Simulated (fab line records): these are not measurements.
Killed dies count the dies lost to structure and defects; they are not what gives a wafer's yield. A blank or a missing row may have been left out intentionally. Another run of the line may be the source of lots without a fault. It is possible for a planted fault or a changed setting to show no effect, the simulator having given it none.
fab line records	flow n5Finfet
[record] lots = 7	wafers = 21	lastDay = 18
route steps=1938 shown HKMG_FIN@406 PASSIVATION@1936
lots that met no fault: from a run of the same line without faults
startH: hours from the record's opening day to when the first of the lot's shown wafers began	waitH: hours elapsed since this lot's preceding step	" unchanged from the row above	L1.1+2: several wafers, shown together as one row	- no value, or no start was given	* or withheld: withheld	< > ~ a bound
route shown NAME@n: NAME is a module with steps in the file, n the number in the route of the first one	usual: average and standard deviation across the fault-free wafers	same: alike in all rows	chamber/n: place in a boat	sites: readings site by site	_std_site: the values' standard deviation	_edge_site: inner sites' mean taken away from outer sites' mean	radiusMm: for every site, how far away it sits from the centre of the wafer	mask NAME#n: copy n	behind: the last tool/chamber to shape the wafer	hold: cause of the lot's hold/its duration in hours/its outcome	device: whichever transistor did not switch (one of n, p or np)	end of line: the tests these same wafers got at the end of their route	a step with no rows: only its recipe	killed: not the wafer's yield, but the dies lost to structure and defects at the first sort	map: a wafer's dies, marking killed ones x, the rest . and places with no die _
set.NAME: the run value of the setting; set.NAME@STEP: its run value at that earlier step	model.NAME: the simulator's own value behind a step, which no gauge read
lots at selected steps of the route; one table per step, one row per wafer
services: when a tool's chamber went out of use (startH, in hours from the record's first day, below 0 if earlier), for how many hours, and the reason
[[steps]]
[step N5_HKMG_FIN_ETCH_58]
[recipe] chemistry = N2/H2	target = SOC	targetDepthA = 2158	ionEnergyEv = 50	biasW = 13	timeS = 741	pressureMtorr = 30	sourceW = 875	n2FlowSccm = 200	h2FlowSccm = 200
[usual] biasW = 13.00/0.038	chamberPressureMTorr = 29.997/0.028	drypumpMotorCurrentA = 5.9/0.45	h2FlowSccm = 200.0/0.63	oesProductAu = 0.77/0.074	rfFwdPowerW = 874.3/2.6	rfVppV = 99.1/0.97	showerheadPlenumPTorr = 2.54/0.089	throttleValvePct = 17.75/0.21
lot.wafer	tool	chamber	startH	waitH	biasW	chamberPressureMTorr	drypumpMotorCurrentA	h2FlowSccm	oesProductAu	rfFwdPowerW	rfHoursCounterH	rfVppV	showerheadPlenumPTorr	throttleValvePct
L913.2	rieDiel-02	1	73.19	0.0	12.96	30.021	6.3	200.0	0.86	872.5	36	98.9	2.58	17.59
L913.3	"	2	"	"	13.00	29.951	5.8	199.6	0.72	874.8	201	100.6	2.50	17.56
L913.5	"	1	"	"	12.97	29.958	6.3	199.9	0.87	873.2	-	100.6	2.58	17.61
L923.1	rieDiel-06	0	135.25	0.0	12.93	30.036	6.4	200.2	0.77	877.7	111	98.9	2.57	17.70
L923.2	"	2	"	"	13.05	29.956	4.9	201.5	0.74	878.4	191	98.8	2.54	17.99
L923.5	"	2	"	"	13.03	30.028	4.9	200.5	0.74	876.4	-	98.3	2.54	17.98
L924.2	rieDiel-04	2	141.20	0.0	13.00	30.012	6.0	200.0	0.86	874.7	58	100.8	2.68	17.74
L924.4	"	3	"	"	13.01	30.025	5.8	199.9	0.71	875.3	232	98.4	2.41	17.54
L924.6	"	1	"	"	12.98	30.002	5.8	199.5	0.69	877.7	-	99.5	2.61	17.88
L925.2	rieDiel-04	3	147.72	0.0	13.00	29.977	5.9	200.2	0.70	874.4	235	99.0	2.41	17.54
L925.4	"	0	"	"	13.03	30.034	5.9	199.8	0.89	876.3	25	99.4	2.72	18.07
L925.5	"	1	"	"	13.03	29.951	5.8	200.5	0.68	874.3	-	98.7	2.61	17.89
L929.1	rieDiel-06	0	168.70	0.0	13.04	30.015	6.4	199.0	0.75	872.0	128	99.3	2.57	17.73
L929.2	"	2	"	"	13.04	30.015	4.9	200.8	0.73	875.5	208	99.3	2.53	18.00
L929.5	"	0	"	"	13.03	29.921	6.4	199.1	0.75	868.8	-	99.9	2.57	17.74
L934.1	rieDiel-02	2	197.45	0.0	12.98	30.015	5.9	200.2	0.69	873.2	244	100.1	2.48	17.65
L934.3	"	3	"	"	12.97	30.039	6.8	199.4	0.66	875.0	238	99.9	2.49	18.22
L934.4	"	1	"	"	13.04	30.002	6.3	200.1	0.83	874.9	64	99.8	2.57	17.64
L935.1	rieDiel-02	2	205.75	0.0	13.01	30.001	5.9	200.4	0.70	870.8	248	100.2	2.48	17.65
L935.2	"	3	"	"	12.96	30.011	6.8	198.9	0.66	874.9	242	98.9	2.49	18.21
L935.3	"	0	"	"	13.02	29.991	5.8	201.1	0.71	877.1	188	99.3	2.41	17.59
[step N5_HKMG_FIN_STRIP_93]
[recipe] chemistry = N2/H2	material = SOC	timeS = 20	powerW = 500	tempC = 40	pressureMtorr = 50	rfFrequencyHz = 6e+07	biasPowerW = 8	h2Frac = 0.5	n2FlowSccm = 300	h2FlowSccm = 300
[usual] biasPowerW = 7.998/0.028	drypumpMotorCurrentA = 5.9/0.45	h2FlowSccm = 300.0/0.9	oesProductAu = 0.77/0.077	rfFwdPowerW = 496.6/2	rfVppV = 54.3/0.88	showerheadPlenumPTorr = 3.36/0.11	throttleValvePct = 19.0/0.41
lot.wafer	tool	chamber	startH	waitH	biasPowerW	drypumpMotorCurrentA	h2FlowSccm	oesProductAu	rfFwdPowerW	rfHoursCounterH	rfVppV	showerheadPlenumPTorr	throttleValvePct
L913.2	rieDiel-02	1	73.62	0.2	8.048	6.4	299.8	0.87	496.5	37	54.9	3.41	18.6
L913.3	"	2	"	"	8.013	5.9	299.1	0.72	498.4	202	54.3	3.30	18.5
L913.5	"	1	"	"	7.998	6.4	301.0	0.88	497.9	-	54.8	3.41	18.6
L923.1	rieDiel-06	0	135.68	0.2	8.040	6.4	300.0	0.77	493.1	111	53.1	3.40	19.2
L923.2	"	2	"	"	7.991	4.9	298.3	0.75	493.8	192	54.0	3.35	19.8
L923.5	"	2	"	"	7.991	4.9	299.3	0.75	496.8	-	53.2	3.35	19.9
L924.2	rieDiel-04	2	141.63	0.2	8.042	6.0	299.8	0.86	495.5	58	56.5	3.54	19.2
L924.4	"	3	"	"	7.991	5.9	299.3	0.71	496.0	232	54.0	3.19	18.5
L924.6	"	1	"	"	7.990	5.8	301.0	0.68	497.6	-	55.6	3.44	19.0
L925.2	rieDiel-04	3	148.15	0.2	8.004	5.8	300.5	0.71	493.8	235	54.1	3.19	18.5
L925.4	"	0	"	"	7.972	5.9	299.1	0.90	495.5	25	53.5	3.58	19.6
L925.5	"	1	"	"	8.012	5.9	300.2	0.69	500.5	-	55.9	3.44	19.0
L929.1	rieDiel-06	0	169.12	0.2	8.014	6.4	300.5	0.75	495.3	128	53.1	3.39	19.3
L929.2	"	2	"	"	8.019	4.9	299.7	0.73	497.0	209	53.6	3.34	19.9
L929.5	"	0	"	"	7.993	6.4	298.9	0.75	494.0	-	54.2	3.39	19.2
L934.1	rieDiel-02	2	197.87	0.2	7.995	5.9	301.3	0.69	496.9	244	54.7	3.28	18.6
L934.3	"	3	"	"	8.014	6.8	301.0	0.65	495.8	238	54.7	3.29	19.3
L934.4	"	1	"	"	7.985	6.4	300.3	0.83	497.2	64	53.6	3.39	18.6
L935.1	rieDiel-02	2	206.18	0.2	8.029	5.8	299.8	0.69	497.7	248	55.3	3.28	18.6
L935.2	"	3	"	"	8.001	6.8	299.3	0.66	497.1	242	54.0	3.29	19.3
L935.3	"	0	"	"	7.999	5.7	300.4	0.71	499.4	188	55.7	3.19	18.8
[step N5_HKMG_FIN_WET_ETCH_76]
[recipe] chemistry = dNH4OH	mix = 1:50	tempC = 25	target = Al2O3	stopOn = La2O3	targetDepthNm = 2.25	dry = ipaMarangoni	rinseTimeS = 30	rinseTempC = 23
[step N5_HKMG_FIN_STRIP_60]
[recipe] chemistry = N2/H2	powerW = 2500	tempC = 300	h2Frac = 0.65	timeS = 360	pressureMtorr = withheld	n2FlowSccm = 1750	h2FlowSccm = 3250
[usual] drypumpMotorCurrentA = 5.7/0.41	h2FlowSccm = 3252/8.3	heaterPowerW = 500/33
lot.wafer	tool	chamber	startH	waitH	drypumpMotorCurrentA	h2FlowSccm	heaterPowerW	rfHoursCounterH
L913.2	plasmaAsher-01	0	73.77	0.0	5.5	3251	502	46
L913.3	"	1	"	"	6.3	3251	539	-
L913.5	"	0	"	"	5.5	3246	499	-
L923.1	plasmaAsher-02	1	135.83	0.0	5.8	3249	447	88
L923.2	"	0	"	"	5.1	3242	505	88
L923.5	"	0	"	"	5.1	3249	504	-
L924.2	plasmaAsher-01	1	141.78	0.0	6.3	3266	543	58
L924.4	"	0	"	"	5.4	3249	498	-
L924.6	"	1	"	"	6.2	3262	554	-
L925.2	plasmaAsher-02	1	148.30	0.0	5.7	3249	455	92
L925.4	"	0	"	"	5.1	3253	521	-
L925.5	"	0	"	"	5.2	3240	523	-
L929.1	plasmaAsher-02	1	169.27	0.0	5.8	3268	462	96
L929.2	"	0	"	"	5.1	3247	520	96
L929.5	"	1	"	"	5.8	3261	442	-
L934.1	plasmaAsher-01	1	198.02	0.0	6.3	3249	541	70
L934.3	"	1	"	"	6.3	3257	544	-
L934.4	"	0	"	"	5.4	3247	489	-
L935.1	plasmaAsher-01	1	206.34	0.0	6.2	3242	518	71
L935.2	"	0	"	"	5.5	3260	494	71
L935.3	"	0	"	"	5.5	3258	495	-
[step N5_HKMG_FIN_WET_ETCH_77]
[recipe] chemistry = dHCl	mix = 1:10000	tempC = 25	target = La2O3	stopOn = HfO2	targetDepthNm = 2
[step N5_HKMG_FIN_WET_ETCH_78]
[recipe] chemistry = dNH4OH	mix = 1:50	tempC = 25	target = Al2O3	stopOn = La2O3	targetDepthNm = 4.5	dry = ipaMarangoni	rinseTimeS = 30	rinseTempC = 23
[step N5_HKMG_FIN_ALD_79]
[recipe] material = TiN	targetThkA = 15	tempC = 400	aldPrecursorFamily = TiCl4	aldCoReactant = NH3	pulseTimeS = 1	purgeTimeS = 3	coReactantPurgeTimeS = 2	coReactantPulseTimeS = 2	aldCycles = 68	pressureTorr = 3
[usual] heaterPowerW = 876/120	precursorPulseHeightRel = 0.999/0.02
[same] coReactantPulseTimeS = 2
lot.wafer	tool	chamber	startH	waitH	heaterPowerW	precursorPulseHeightRel
L913.2	aldMetal-04	3	74.26	0.0	986	1.027
L913.3	"	1	"	"	764	1.010
L913.5	"	0	"	"	967	1.003
L923.1	aldMetal-01	2	136.31	0.0	687	1.006
L923.2	"	3	"	"	772	0.997
L923.5	"	2	"	"	696	0.992
L924.2	aldMetal-02	0	142.28	0.0	775	1.011
L924.4	"	3	"	"	710	0.969
L924.6	"	0	"	"	791	1.008
L925.2	aldMetal-04	1	148.80	0.0	750	0.981
L925.4	"	3	"	"	976	1.003
L925.5	"	3	"	"	961	0.933
L929.1	aldMetal-04	0	169.76	0.0	984	0.992
L929.2	"	2	"	"	899	1.019
L929.5	"	1	"	"	737	1.002
L934.1	aldMetal-02	2	198.51	0.0	963	1.014
L934.3	"	1	"	"	787	0.967
L934.4	"	0	"	"	792	0.988
L935.1	aldMetal-01	2	206.83	0.0	697	1.005
L935.2	"	3	"	"	762	0.968
L935.3	"	1	"	"	920	1.049
[step N5_HKMG_FIN_CVD_62]
[recipe] material = a-Si	targetThkA = 30	tempC = 500	precursor = Si2H6	pressureTorr = 1	timeS = 20.8
[step N5_HKMG_FIN_RTA_80]
[recipe] tempC = withheld	timeS = 2	ambient = N2	idleTempC = 600	rampUpCPerS = 150	rampDownCPerS = 60	coolToC = 600
[step N5_HKMG_FIN_PRECLEAN_64]
[recipe] chemistry = dHF	timeS = 30	tempC = 25	dilution = withheld
[step N5_HKMG_FIN_WET_ETCH_65]
[recipe] chemistry = TMAH	tempC = 70	concWtPct = 5	target = a-Si	stopOn = TiN	timeS = 49	targetDepthNm = 3
[step N5_HKMG_FIN_WET_ETCH_81]
[recipe] chemistry = SC1	target = TiN	stopOn = HfO2	mix = 1:1:5	tempC = 60	timeS = 57	targetDepthNm = 6
[step N5_HKMG_FIN_WET_ETCH_82]
[recipe] chemistry = dHCl	mix = 1:10000	tempC = 25	target = La2O3	stopOn = HfO2	targetDepthNm = 2	dry = ipaMarangoni	rinseTimeS = 30	rinseTempC = 23
[usual] bathHeatDutyPct = 6.5/0.66	rinseTempC = 23.00/0.11
lot.wafer	tool	chamber	startH	waitH	bathHeatDutyPct	rinseTempC	model.La2O3_of_HKMG_FIN_ALD_74.thkNm
L913.2	wetBench-06	1	75.05	0.0	6.1	22.94	0
L913.3	"	6	"	"	5.9	23.05	0
L913.5	"	0	"	"	6.4	22.91	0
L923.1	wetBench-02	2	137.18	0.0	-	-	0.6
L923.2	"	3	"	"	-	-	0.6
L923.5	"	1	"	"	-	-	0.6
L924.2	wetBench-06	4	142.98	0.0	-	-	0.4
L924.4	"	5	"	"	-	-	0.6
L924.6	"	3	"	"	-	-	0.6
L925.2	wetBench-01	5	149.54	0.0	-	-	0.4
L925.4	"	4	"	"	-	-	0.4
L925.5	"	6	"	"	-	-	0.4
L929.1	wetBench-02	2	170.46	0.0	6.5	22.97	0
L929.2	"	0	"	"	7.6	23.12	0
L929.5	"	3	"	"	5.8	22.86	0
L934.1	wetBench-01	5	199.21	0.0	5.5	22.82	0
L934.3	"	1	"	"	6.7	22.97	0
L934.4	"	2	"	"	5.8	22.88	0
L935.1	wetBench-02	7	207.55	0.0	6.2	22.97	0
L935.2	"	2	"	"	5.3	23.21	0
L935.3	"	6	"	"	6.6	23.08	0
[step N5_HKMG_FIN_ALD_36]
[recipe] material = TiN	targetThkA = 10	tempC = 400	aldPrecursorFamily = TiCl4	aldCoReactant = NH3	pulseTimeS = 1	purgeTimeS = 3	coReactantPurgeTimeS = 2	coReactantPulseTimeS = 2	aldCycles = 47	pressureTorr = 3
[usual] heaterPowerW = 853/120	precursorPulseHeightRel = 0.997/0.018
[same] coReactantPulseTimeS = 2
lot.wafer	tool	chamber	startH	waitH	heaterPowerW	precursorPulseHeightRel
L913.2	aldMetal-01	2	75.11	0.0	703	0.965
L913.3	"	1	"	"	923	1.006
L913.5	"	2	"	"	691	0.998
L923.1	aldMetal-02	2	137.24	0.0	948	0.969
L923.2	"	0	"	"	809	1.028
L923.5	"	0	"	"	800	0.972
L924.2	aldMetal-04	2	143.05	0.0	904	0.978
L924.4	"	0	"	"	962	1.000
L924.6	"	2	"	"	905	0.995
L925.2	aldMetal-02	1	149.60	0.0	804	0.985
L925.4	"	3	"	"	718	0.990
L925.5	"	1	"	"	800	1.024
L929.1	aldMetal-01	1	170.52	0.0	907	1.021
L929.2	"	2	"	"	704	0.986
L929.5	"	0	"	"	1075	1.009
L934.1	aldMetal-01	1	199.27	0.0	903	0.977
L934.3	"	2	"	"	689	1.002
L934.4	"	0	"	"	1108	0.989
L935.1	aldMetal-02	0	207.61	0.0	809	0.972
L935.2	"	3	"	"	715	0.996
L935.3	"	2	"	"	951	0.976
[step N5_PASSIVATION_PROBE_49]
[usual] killed_at_M0_to_M3 = 32/11	killed_at_M4_up = 12/4.4	killedAtContacts = 13/6.1	killedAtFrontEnd = 39/12	killedAtOther = 3.9/3	killedDies = 100/17	killedOpen = 66/12	killedShort = 33/7.4
[same] grossDies = 1180	killedAtBackSide = 0
lot.wafer	tool	chamber	startH	waitH	killed_at_M0_to_M3	killed_at_M4_up	killedAtContacts	killedAtFrontEnd	killedAtOther	killedDies	killedOpen	killedShort
L913.2	prober-02	-	283.05	0.1	47	8	26	37	3	121	72	42
L913.3	prober-02	-	283.10	0.1	32	5	27	47	7	118	82	36
L913.5	prober-02	-	283.20	0.2	31	13	18	51	9	122	74	48
L923.1	prober-02	-	340.18	0.0	44	3	17	21	0	85	46	34
L923.2	prober-02	-	340.23	0.1	14	12	17	33	12	88	50	36
L923.5	prober-02	-	340.38	0.2	35	10	13	26	2	86	56	29
L924.2	prober-01	-	347.97	0.1	42	9	21	33	0	105	64	37
L924.4	prober-01	-	348.07	0.2	46	13	25	18	0	102	71	30
L924.6	prober-01	-	348.17	0.3	52	23	18	35	3	131	80	43
L925.2	prober-02	-	353.66	0.1	33	15	12	46	7	113	81	29
L925.4	prober-02	-	353.76	0.2	28	4	8	29	8	77	40	35
L925.5	prober-02	-	353.81	0.2	36	9	12	50	11	118	80	35
L929.1	prober-01	-	392.11	0.0	32	14	19	27	2	94	57	37
L929.2	prober-01	-	392.16	0.1	43	9	16	21	2	91	56	34
L929.5	prober-01	-	392.31	0.2	22	17	13	35	4	91	57	33
L934.1	prober-01	-	421.74	0.0	29	7	14	48	7	105	66	36
L934.3	prober-01	-	421.84	0.1	23	8	14	59	2	106	63	39
L934.4	prober-01	-	421.89	0.2	35	15	18	54	1	123	82	40
L935.1	prober-01	-	432.47	0.0	33	14	18	34	4	103	62	40
L935.2	prober-01	-	432.52	0.1	24	10	18	72	6	130	85	45
L935.3	prober-01	-	432.57	0.1	25	16	7	29	1	78	49	27
// killed by level:class
L913.2 MOL_CONTACT_COAG:geometricParticle:open=21 BEOL_M0_SAQP:geometricParticle:open=14 BEOL_M1:geometricParticle:short=12 BEOL_M0_SAQP:geometricParticle:short=7 HKMG_FIN:areaEtch=6 FIN_SAQP:geometricParticle:open=5 DUMMY_GATE:geometricParticle:open=5 ILD0:geometricParticle:open=5
L913.3 MOL_CONTACT_COAG:geometricParticle:open=22 BEOL_M0_SAQP:geometricParticle:open=10 FIN_SAQP:geometricParticle:open=9 SPACER0:geometricParticle:open=9 FIN_SAQP:geometricParticle:short=7 STI_FIN_REVEAL:geometricParticle:open=6 BEOL_M0_SAQP:geometricParticle:short=6 MOL_CONTACT_COAG:geometricParticle:short=5
L913.5 MOL_CONTACT_COAG:geometricParticle:open=15 STI_FIN_REVEAL:geometricParticle:open=13 FIN_SAQP:geometricParticle:open=10 BEOL_M1:geometricParticle:open=8 BEOL_M0_SAQP:geometricParticle:short=8 FIN_SAQP:geometricParticle:short=7 BEOL_M1:geometricParticle:short=6 GATE_CUT:geometricParticle:open=4
L923.1 MOL_CONTACT_COAG:geometricParticle:open=12 BEOL_M2:geometricParticle:short=9 BEOL_M2:geometricParticle:open=9 BEOL_M0_SAQP:geometricParticle:short=8 BEOL_M0_SAQP:geometricParticle:open=8 FIN_SAQP:geometricParticle:short=6 BEOL_M3:geometricParticle:open=6 FIN_SAQP:geometricParticle:open=5
L923.2 MOL_CONTACT_COAG:geometricParticle:open=12 FIN_SAQP:geometricParticle:open=7 ILD0:geometricParticle:short=6 FIN_SAQP:geometricParticle:short=5 STI_FIN_REVEAL:geometricParticle:open=5 PAD_METAL:geometricParticle:short=5 MOL_CONTACT_COAG:geometricParticle:short=4 BEOL_M1:geometricParticle:open=4
L923.5 BEOL_M0_SAQP:geometricParticle:open=11 MOL_CONTACT_COAG:geometricParticle:open=9 BEOL_M2:geometricParticle:open=9 BEOL_M0_SAQP:geometricParticle:short=6 ILD0:geometricParticle:short=5 BEOL_M3:geometricParticle:open=5 FIN_SAQP:geometricParticle:open=3 BEOL_M6:geometricParticle:open=3
L924.2 MOL_CONTACT_COAG:geometricParticle:open=14 BEOL_M0_SAQP:geometricParticle:open=11 STI_FIN_REVEAL:geometricParticle:open=10 BEOL_M3:geometricParticle:open=9 MOL_CONTACT_COAG:geometricParticle:short=7 BEOL_M0_SAQP:geometricParticle:short=7 BEOL_M2:geometricParticle:open=7 STI_FIN_REVEAL:geometricParticle:short=4
L924.4 MOL_CONTACT_COAG:geometricParticle:open=19 BEOL_M0_SAQP:geometricParticle:short=14 STI_FIN_REVEAL:geometricParticle:open=10 BEOL_M0_SAQP:geometricParticle:open=9 BEOL_M2:geometricParticle:open=9 BEOL_M3:geometricParticle:open=8 BEOL_M4:geometricParticle:open=7 MOL_CONTACT_COAG:geometricParticle:short=6
L924.6 BEOL_M0_SAQP:geometricParticle:short=18 MOL_CONTACT_COAG:geometricParticle:open=15 BEOL_M4:geometricParticle:open=13 STI_FIN_REVEAL:geometricParticle:open=9 BEOL_M0_SAQP:geometricParticle:open=9 BEOL_M1:geometricParticle:open=8 BEOL_M2:geometricParticle:short=5 FIN_SAQP:geometricParticle:open=4
L925.2 STI_FIN_REVEAL:geometricParticle:open=17 MOL_CONTACT_COAG:geometricParticle:open=10 BEOL_M1:geometricParticle:open=10 BEOL_M0_SAQP:geometricParticle:short=9 BEOL_M0_SAQP:geometricParticle:open=8 FIN_SAQP:geometricParticle:short=7 FIN_SAQP:geometricParticle:open=7 DUMMY_GATE:geometricParticle:open=4
L925.4 MOL_CONTACT_COAG:geometricParticle:open=6 BEOL_M0_SAQP:geometricParticle:short=6 BEOL_M0_SAQP:geometricParticle:open=6 BEOL_M2:geometricParticle:open=6 FIN_SAQP:geometricParticle:open=5 ILD0:geometricParticle:short=5 STI_FIN_REVEAL:geometricParticle:open=4 STI_FIN_REVEAL:geometricParticle:short=4
L925.5 STI_FIN_REVEAL:geometricParticle:open=19 BEOL_M3:geometricParticle:open=12 BEOL_M0_SAQP:geometricParticle:open=7 FIN_SAQP:geometricParticle:short=6 MOL_CONTACT_COAG:geometricParticle:open=6 STARTING-WAFER:geometricParticle:open=6 BEOL_M1:geometricParticle:open=5 ILD0:geometricParticle:open=4
L929.1 MOL_CONTACT_COAG:geometricParticle:open=14 BEOL_M0_SAQP:geometricParticle:short=8 GATE_CUT:geometricParticle:short=6 BEOL_M2:geometricParticle:open=6 BEOL_M4:geometricParticle:open=6 MOL_CONTACT_COAG:geometricParticle:short=5 STI_FIN_REVEAL:geometricParticle:open=4 GATE_CUT:geometricParticle:open=4
L929.2 MOL_CONTACT_COAG:geometricParticle:open=12 BEOL_M1:geometricParticle:open=11 BEOL_M0_SAQP:geometricParticle:short=8 BEOL_M0_SAQP:geometricParticle:open=8 GATE_CUT:geometricParticle:open=6 BEOL_M5:geometricParticle:open=5 BEOL_M3:geometricParticle:open=5 DUMMY_GATE:geometricParticle:open=4
L929.5 MOL_CONTACT_COAG:geometricParticle:open=10 BEOL_M4:geometricParticle:open=10 GATE_CUT:geometricParticle:short=8 FIN_SAQP:geometricParticle:short=6 BEOL_M3:geometricParticle:open=6 BEOL_M0_SAQP:geometricParticle:short=6 STI_FIN_REVEAL:geometricParticle:open=5 GATE_CUT:geometricParticle:open=5
L934.1 MOL_CONTACT_COAG:geometricParticle:open=11 FIN_SAQP:geometricParticle:short=8 FIN_SAQP:geometricParticle:open=8 BEOL_M2:geometricParticle:open=8 STI_FIN_REVEAL:geometricParticle:open=6 GATE_CUT:geometricParticle:short=5 GATE_CUT:geometricParticle:open=5 BEOL_M0_SAQP:geometricParticle:short=5
L934.3 STI_FIN_REVEAL:geometricParticle:open=13 FIN_SAQP:geometricParticle:short=12 FIN_SAQP:geometricParticle:open=9 MOL_CONTACT_COAG:geometricParticle:open=7 MOL_CONTACT_COAG:geometricParticle:short=6 BEOL_M3:geometricParticle:open=6 GATE_CUT:geometricParticle:short=5 BEOL_M1:geometricParticle:open=5
L934.4 MOL_CONTACT_COAG:geometricParticle:open=14 FIN_SAQP:geometricParticle:open=13 FIN_SAQP:geometricParticle:short=13 STI_FIN_REVEAL:geometricParticle:open=9 BEOL_M1:geometricParticle:open=7 BEOL_M2:geometricParticle:short=7 BEOL_M3:geometricParticle:open=7 BEOL_M4:geometricParticle:open=6
L935.1 MOL_CONTACT_COAG:geometricParticle:open=14 FIN_SAQP:geometricParticle:open=9 BEOL_M0_SAQP:geometricParticle:short=9 BEOL_M3:geometricParticle:open=6 BEOL_M0_SAQP:geometricParticle:open=5 BEOL_M4:geometricParticle:open=5 FIN_SAQP:geometricParticle:short=4 GATE_CUT:geometricParticle:short=4
L935.2 FIN_SAQP:geometricParticle:short=20 MOL_CONTACT_COAG:geometricParticle:open=16 FIN_SAQP:geometricParticle:open=15 STI_FIN_REVEAL:geometricParticle:open=7 DUMMY_GATE:geometricParticle:open=7 BEOL_M3:geometricParticle:open=6 DUMMY_GATE:geometricParticle:short=5 ILD0:geometricParticle:open=5
L935.3 BEOL_M0_SAQP:geometricParticle:short=7 STI_FIN_REVEAL:geometricParticle:open=5 MOL_CONTACT_COAG:geometricParticle:open=5 BEOL_M4:geometricParticle:open=5 BEOL_M2:geometricParticle:open=5 FIN_SAQP:geometricParticle:open=4 BEOL_M0_SAQP:geometricParticle:open=4 BEOL_M3:geometricParticle:open=4
[[services]]
tool	chamber	startH	hours	kind
rieDiel-06	0	56.88	6.4	repair
rieDiel-04	-	59.92	0.3	repair
wetBench-06	-	65.36	1.9	repair
rieDiel-06	3	67.20	121.0	repair
rieDiel-02	3	68.22	5.0	repair
rieDiel-02	2	98.16	2.6	repair
rieDiel-02	3	114.24	1.8	repair
rieDiel-04	-	137.64	1.0	repair
plasmaAsher-01	-	148.73	0.3	repair
plasmaAsher-01	-	155.41	2.2	repair
rieDiel-02	-	158.13	14.6	pm
aldMetal-02	2	160.48	11.7	repair
rieDiel-04	1	166.78	-	clean
rieDiel-04	1	166.78	-	consumableReplace:focusRing
rieDiel-04	1	166.78	21.4	scheduledDown
rieDiel-04	1	166.78	21.4	ventCycle
wetBench-01	-	171.16	0.8	repair
aldMetal-04	1	172.37	5.6	repair
aldMetal-02	-	174.72	14.6	pm
rieDiel-04	3	188.31	-	clean
rieDiel-06	2	189.17	6.4	repair
rieDiel-06	-	195.09	0.2	repair
plasmaAsher-01	-	201.50	0.9	repair
plasmaAsher-02	-	205.23	9.1	repair
[[key]]
[firstSign] step = N5_HKMG_FIN_WET_ETCH_82	reading = toolRecord	direction = missing
effect none on later readings
[modelEffect] step = N5_HKMG_FIN_WET_ETCH_82	value = La2O3_of_HKMG_FIN_ALD_74.thkNm	without = 0	struck = 0.5111
metAt N5_HKMG_FIN_WET_ETCH_82
struckWafers L923.1,L923.2,L923.5,L924.2,L924.4,L924.6,L925.2,L925.4,L925.5
testerLeftOut L923,L924,L925
onsetBetween 75.05 137.18
[fault] kind = skippedStepWhole	tool = wetBench-01,wetBench-02,wetBench-06	chamber = -	onsetH = 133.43	steps = N5_HKMG_FIN_WET_ETCH_82	scope = struckLotsOnly
// testerLeftOut: of these lots the tester's yield and bins aren't shown, on N5 and GAA mostly nor the transistor test; their killed dies are dies lost to structure and defects alone, not to doping, threshold or leakage, so they don't give the yield
